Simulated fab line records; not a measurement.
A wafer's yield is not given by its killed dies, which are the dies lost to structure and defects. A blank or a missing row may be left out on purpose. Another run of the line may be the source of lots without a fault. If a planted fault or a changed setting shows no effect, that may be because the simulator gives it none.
Which tool was responsible?    flow nand harc    14 lots, 42 wafers sampled, at 5 steps of a route of 1302

WHAT THE GAUGES SHOWED, per wafer
NHARC_HYBRID_BOND_INSPECT_06: inspects for defects (ir void). Usual: raw defect count at 91, with a standard deviation of 42.
lot   measured      on                 raw defect count  flag
L672  day 24 07:38  defect inspect-02  127 126 119       
L673  day 24 07:40  defect inspect-02  60 65 61          
L674  day 24 20:55  defect inspect-01  66 63 61          
L675  day 26 05:56  defect inspect-02  146 171 163       
L676  day 26 15:00  defect inspect-01  27 33 22          
L677  day 26 22:49  defect inspect-02  35 31 34          
L679  day 26 22:49  defect inspect-01  123 137 123       
L680  day 27 20:09  defect inspect-01  80 73 78          
L681  day 28 03:19  defect inspect-01  159 144 125       
L682  day 28 03:19  defect inspect-02  24                
L683  day 27 20:08  defect inspect-02  128 121           
L684  day 29 08:50  defect inspect-02  67 78             
L692  day 32 09:50  defect inspect-01  124 120 119       
L693  day 33 00:38  defect inspect-01  101 79 87         

NHARC_END_SORT_01. Usual: killed at array 53, standard deviation 19; killed at other 0.8, standard deviation 1.2; killed at periphery 3.7, standard deviation 2.3; killed dies 57, standard deviation 19; killed open 3.2, standard deviation 1.7; killed short 2.6, standard deviation 1.8.
lot   measured      on         killed at array  killed at other  killed at periphery  killed dies  killed open  killed short  flag
L682  day 28 22:01  prober-01  17 19 21         1 0 0            659 658 6            677 677 27   1 2 2        1 2 4         OFF
L683  day 28 14:14  prober-02  66 74 54         1 2 2            610 1 3              677 77 59    3 3 3        6 3 3         OFF
L684  day 30 04:52  prober-01  48 40 53         2 1 0            627 2 3              677 43 56    4 2 4        2 3 3         OFF

EACH LOT AND THE TOOL THAT RAN IT (in order: tool; ch and the chambers of the sampled wafers; start)
lot   NHARC_P_STI_HDPCVD_20           NHARC_THIN_TSV_CMP_01          NHARC_THIN_TSV_ETCH_15
L672  hdpcvd-01 ch 0, day 3 16:30     cmp-01 ch 1,2,3, day 24 09:04  rie si-03 ch 2,3, day 24 11:09
L673  hdpcvd-01 ch 0,1, day 4 03:56   cmp-01 ch 0,2,3, day 24 11:29  rie si-03 ch 1,2,3, day 24 13:31
L674  hdpcvd-01 ch 0,1, day 4 11:44   cmp-02 ch 0,1,3, day 24 22:18  rie si-02 ch 0,1,2, day 25 00:17
L675  hdpcvd-01 ch 1, day 5 04:43     cmp-01 ch 0,1,2, day 26 07:22  rie si-02 ch 0,1,3, day 26 09:28
L676  hdpcvd-01 ch 0,1, day 5 09:05   cmp-03 ch 0,1,2, day 26 16:26  rie si-06 ch 0,1,3, day 26 18:31
L677  hdpcvd-01 ch 0,1, day 5 22:34   cmp-03 ch 0,3, day 27 00:12    rie si-03 ch 0,2, day 27 02:28
L679  hdpcvd-01 ch 0,1, day 6 16:47   cmp-03 ch 0,3, day 27 01:23    rie si-02 ch 0,1,2, day 27 03:23
L680  hdpcvd-01 ch 0,1, day 7 01:17   cmp-01 ch 0,2, day 27 22:44    rie si-02 ch 1,2,3, day 28 00:52
L681  hdpcvd-01 ch 0,1, day 7 15:28   cmp-01 ch 2,3, day 28 04:42    rie si-03 ch 0,3, day 28 06:50
L682  hdpcvd-01 ch 0, day 7 21:16     cmp-02 ch 0, day 28 05:59      rie si-02 ch 0, day 28 08:33
L683  hdpcvd-01 ch 0,1, day 8 04:27   cmp-02 ch 1,3, day 27 21:33    rie si-06 ch 0,1, day 27 23:40
L684  hdpcvd-01 ch 0,1, day 8 15:41   cmp-01 ch 0,1, day 29 10:17    rie si-06 ch 2,3, day 29 12:19
L692  hdpcvd-01 ch 0,1, day 11 22:26  cmp-02 ch 0,1,3, day 32 12:24  rie si-06 ch 0,3, day 32 14:32
L693  hdpcvd-01 ch 0,1, day 12 11:12  cmp-01 ch 0,1,3, day 33 02:03  rie si-06 ch 1,2, day 33 04:08
- NHARC_P_STI_HDPCVD_20: deposits SiO2.
- NHARC_THIN_TSV_CMP_01: polishes.
- NHARC_THIN_TSV_ETCH_15: target depth 3000 nm, bosch target overetch cycles 2, bosch etch step 2.8 s.

AS READ BY THE TOOLS THEMSELVES (means over the sampled wafers that have a number; for cases with no such wafer, the mark the record gives instead)
NHARC_THIN_TSV_CMP_01. Usual: motor current A at 12.5 A, with a standard deviation of 0.97.
lot   tool    motor current A (A)  flag
L672  cmp-01  13.1                 
L673  cmp-01  12.9                 
L674  cmp-02  12.3                 
L675  cmp-01  12.4                 
L676  cmp-03  12.7                 
L677  cmp-03  12.2                 
L679  cmp-03  12.0                 
L680  cmp-01  11.8                 
L681  cmp-01  13.9                 
L682  cmp-02  12.8                 
L683  cmp-02  11.9                 
L684  cmp-01  11.9                 
L692  cmp-02  12.4                 
L693  cmp-01  12.7                 

NHARC_THIN_TSV_ETCH_15. Usual: drypump motor current A 5.9 A, standard deviation 0.41; he backside leak sccm 2.7 sccm, standard deviation 0.33.
lot   tool       drypump motor current A (A)  he backside leak sccm (sccm)  flag
L672  rie si-03  6.3                          3.1                           
L673  rie si-03  6.4                          2.9                           
L674  rie si-02  5.7                          2.5                           
L675  rie si-02  6.1                          2.6                           
L676  rie si-06  5.5                          2.5                           
L677  rie si-03  5.6                          2.9                           
L679  rie si-02  5.7                          2.5                           
L680  rie si-02  5.8                          2.6                           
L681  rie si-03  5.7                          2.8                           
L682  rie si-02  6.0                          2.5                           
L683  rie si-06  5.4                          2.6                           
L684  rie si-06  5.9                          2.8                           
L692  rie si-06  5.6                          2.6                           
L693  rie si-06  5.7                          2.5                           

THE ANSWER, worked out from the rows above alone
Rule: a lot is off if the mean of its wafers that have a number lies more than 3 standard deviations from the usual mean. Also off: a lot with no number at a reading for which 4 or more lots have one. Where the step has rows for the other lots, those lots are counted as sound. The gauges are gone through in route order, then the tools' own readings, and for those a lot's mean is taken as printed above. At the first step where some lot is off, the reading lying furthest off is the one used; lots without a number count as furthest.
Off at NHARC_END_SORT_01 (killed at periphery): L682, L683, L684. Neither off nor sound, because the step has no rows for them: L672, L673, L674, L675, L676, L677, L679, L680, L681, L692, L693.
A tool fits if, at a process step before that reading, it ran every lot that is off, and no sound lot after the first of them. Gauges at NHARC_END_SORT_01: tried the same way as those tools. One fits: NHARC_P_STI_HDPCVD_20 on hdpcvd-01. It ran no sound lot before its first lot that is off in this sample, so the start can't be narrowed down.

WHAT THE SIMULATOR HAD INSERTED
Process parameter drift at NHARC_P_STI_HDPCVD_20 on hdpcvd-01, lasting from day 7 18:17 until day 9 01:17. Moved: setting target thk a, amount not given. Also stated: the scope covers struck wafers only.
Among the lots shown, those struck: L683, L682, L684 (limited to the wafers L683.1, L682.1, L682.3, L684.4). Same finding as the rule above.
